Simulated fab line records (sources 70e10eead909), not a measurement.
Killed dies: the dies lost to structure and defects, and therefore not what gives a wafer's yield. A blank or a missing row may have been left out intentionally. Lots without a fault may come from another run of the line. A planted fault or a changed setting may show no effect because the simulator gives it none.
Matching of chambers -- flow nand harc -- NHARC_P_BONDPAD_CMP_19 on cmp-02: 4 sister chambers
The step polishes, t overpolish 30 s, cu recess touch 16 s, target thk 160.81 nm. 4 wafers are shown with their chamber, then 10 later ones without.

WAFERS WITH THEIR CHAMBER
wafer,chamber,motor current A (A)
L082.6,0,10.7
L086.5,2,12.0
L087.3,1,13.6
L087.4,3,12.8

WAFERS MISSING THEIR CHAMBER
wafer,motor current A (A)
L087.5,13.5
L088.2,12.1
L088.5,13.0
L088.6,12.0
L091.2,10.2
L091.3,11.6
L091.4,13.1
L094.1,13.7
L094.2,13.0
L094.4,11.7

WHICH CHAMBER EACH WENT THROUGH
wafer,from the rows above,in truth
L087.5,1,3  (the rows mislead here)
L088.2,2,2
L088.5,can't be placed: 3 or 1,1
L088.6,2,2
L091.2,0,0
L091.3,can't be placed: 2 or 0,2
L091.4,can't be placed: 3 or 1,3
L094.1,1,1
L094.2,can't be placed: 3 or 1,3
L094.4,2,2
Placed correctly: 5 of 10. These rows do not allow placing 4 (true chamber among the candidates in 4). Wrongly placed: 1.
How it was worked out, from the rows above alone: a wafer's distance from a chamber is the root of the sum, over the readings, of the square of ((its reading less the chamber's mean) divided by the reading's scatter). If the next closest chamber is less than 2 further off than the closest, the wafer can't be placed; otherwise it belongs to the closest. For every chamber, the mean is computed from those of its wafers that are shown. The scatter: with one shown wafer a chamber, the root of the mean of the squares of how far each hidden wafer lies from its nearest shown one.
